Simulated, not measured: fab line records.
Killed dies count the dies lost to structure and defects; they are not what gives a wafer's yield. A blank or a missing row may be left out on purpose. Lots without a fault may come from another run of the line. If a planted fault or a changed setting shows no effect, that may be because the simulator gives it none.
Which tool was responsible? | flow n5Finfet | 33 wafers from 11 lots sampled at 3 of the route's 1938 steps

## WHAT EACH GAUGE READ, for each wafer
N5_MIM_BOT_LITHO_OVL_MEAS_11. Usual: MIM_BOT_OVL typically reads 0 nm, with standard deviation 5.3.
lot  | measured     | on         | MIM_BOT_OVL (nm) | flag
L584 | day 14 13:15 | overlay-01 | -4 2 -2          | 
L585 | day 15 04:47 | overlay-01 | -2 2 -1          | 
L586 | day 15 12:54 | overlay-01 | -4 4 -8          | 
L587 | day 16 18:21 | overlay-01 | 12 11 5          | 
L588 | day 16 16:55 | overlay-01 | 0 3 -2           | 
L590 | day 15 23:43 | overlay-01 | 3 -2 0           | 
L592 | day 16 18:25 | overlay-01 | -6 5 -3          | 
L599 | day 19 06:27 | overlay-02 | -8 -7 -9         | 
L600 | day 18 18:16 | overlay-01 | 13 -3 1          | 
L602 | day 19 09:34 | overlay-02 | 0 -6 1           | 
L605 | day 20 12:26 | overlay-01 | -7 -5 -4         | 

## WHICH TOOL RAN EACH LOT (tool, then ch and the chambers of the sampled wafers, then the start)
lot  | N5_HKMG_FIN_ALD_72          | N5_MIM_TOP_ETCH_ETCH_00
L584 | cvdW-01 ch 0,1, day 4 12:34 | rieMetal-02 ch 1, day 14 12:32
L585 | cvdW-01 ch 0,1, day 4 18:35 | rieMetal-01 ch 0,1, day 15 03:59
L586 | cvdW-02 ch 0,1, day 5 03:35 | rieMetal-03 ch 0,1, day 15 12:12
L587 | cvdW-01 ch 0,1, day 5 11:35 | rieMetal-02 ch 0, day 16 17:31
L588 | cvdW-01 ch 0,1, day 5 17:36 | rieMetal-02 ch 0,1, day 16 16:10
L590 | cvdW-01 ch 0,1, day 6 09:23 | rieMetal-03 ch 0,1, day 15 22:58
L592 | cvdW-01 ch 0,1, day 6 14:08 | rieMetal-02 ch 0,1, day 16 17:41
L599 | cvdW-01 ch 0,1, day 8 04:33 | rieMetal-03 ch 0, day 19 05:52
L600 | cvdW-01 ch 0,1, day 8 10:28 | rieMetal-01 ch 0,1, day 18 17:40
L602 | cvdW-02 ch 0,1, day 8 22:19 | rieMetal-02 ch 0,1, day 19 08:52
L605 | cvdW-02 ch 0,1, day 9 18:20 | rieMetal-03 ch 0, day 20 11:38
- N5_HKMG_FIN_ALD_72: deposits W, target thk 2 nm, pulse time 1 s, purge time 2 s.
- N5_MIM_TOP_ETCH_ETCH_00: etches TiN in Cl2/BCl3, target depth 38.5 nm.

## AS READ BY THE TOOLS THEMSELVES (means over the sampled wafers that have a number; for cases with no such wafer, the mark the record gives instead)
N5_HKMG_FIN_ALD_72. Usual: heaterPowerOuterW 271 W, standard deviation 29; heaterPowerW 477 W, standard deviation 70; precursorPulseHeightRel 1.002, standard deviation 0.02.
lot  | tool    | heaterPowerOuterW (W) | heaterPowerW (W) | precursorPulseHeightRel | flag
L584 | cvdW-01 | 276                   | 492              | 1.011                   | 
L585 | cvdW-01 | 279                   | 510              | 1.017                   | 
L586 | cvdW-02 | 271                   | 472              | 1.003                   | 
L587 | cvdW-01 | 278                   | 507              | 1.001                   | 
L588 | cvdW-01 | 281                   | 502              | 1.015                   | 
L590 | cvdW-01 | 261                   | 442              | 1.002                   | 
L592 | cvdW-01 | 257                   | 456              | 0.986                   | 
L599 | cvdW-01 | 259                   | 450              | 0.995                   | 
L600 | cvdW-01 | 261                   | 450              | 1.007                   | 
L602 | cvdW-02 | 274                   | 467              | 0.992                   | 
L605 | cvdW-02 | 280                   | 487              | 1.008                   | 

N5_MIM_TOP_ETCH_ETCH_00. Usual: drypumpMotorCurrentA 5.8 A, standard deviation 0.35; oesProductAu 0.79 a.u., standard deviation 0.081; throttleValvePct 22.71 %, standard deviation 0.26.
lot  | tool        | drypumpMotorCurrentA (A) | oesProductAu (a.u.) | throttleValvePct (%) | flag
L584 | rieMetal-02 | 6.0                      | 0.91                | 22.89                | 
L585 | rieMetal-01 | 5.3                      | 0.81                | 22.56                | 
L586 | rieMetal-03 | 5.7                      | 0.75                | 22.52                | 
L587 | rieMetal-02 | 6.2                      | 0.67                | 23.23                | 
L588 | rieMetal-02 | 6.1                      | 0.74                | 23.13                | 
L590 | rieMetal-03 | 5.7                      | 0.75                | 22.53                | 
L592 | rieMetal-02 | 6.1                      | 0.73                | 23.12                | 
L599 | rieMetal-03 | 5.8                      | 0.75                | 22.46                | 
L600 | rieMetal-01 | 5.6                      | 0.82                | 22.47                | 
L602 | rieMetal-02 | 6.1                      | 0.95                | 22.91                | 
L605 | rieMetal-03 | 5.7                      | 0.75                | 22.46                | 

## THE ANSWER, worked out from the rows above alone
Rule: a lot is off if the mean of its wafers that have a number lies more than 3 standard deviations from the usual mean. A lot without any number at a reading at which 4 lots or more have one is off too. Any other lot the step has rows for is counted as sound. Order of review: gauges by route order, followed by the tools' own readings, for which a lot's mean as printed above is used. At the first step where some lot is off, the reading lying furthest off is the one used; lots without a number count as furthest.
Nothing can be told from this: no lot is off at any reading shown.

## WHAT HAD BEEN PUT IN BY THE SIMULATOR
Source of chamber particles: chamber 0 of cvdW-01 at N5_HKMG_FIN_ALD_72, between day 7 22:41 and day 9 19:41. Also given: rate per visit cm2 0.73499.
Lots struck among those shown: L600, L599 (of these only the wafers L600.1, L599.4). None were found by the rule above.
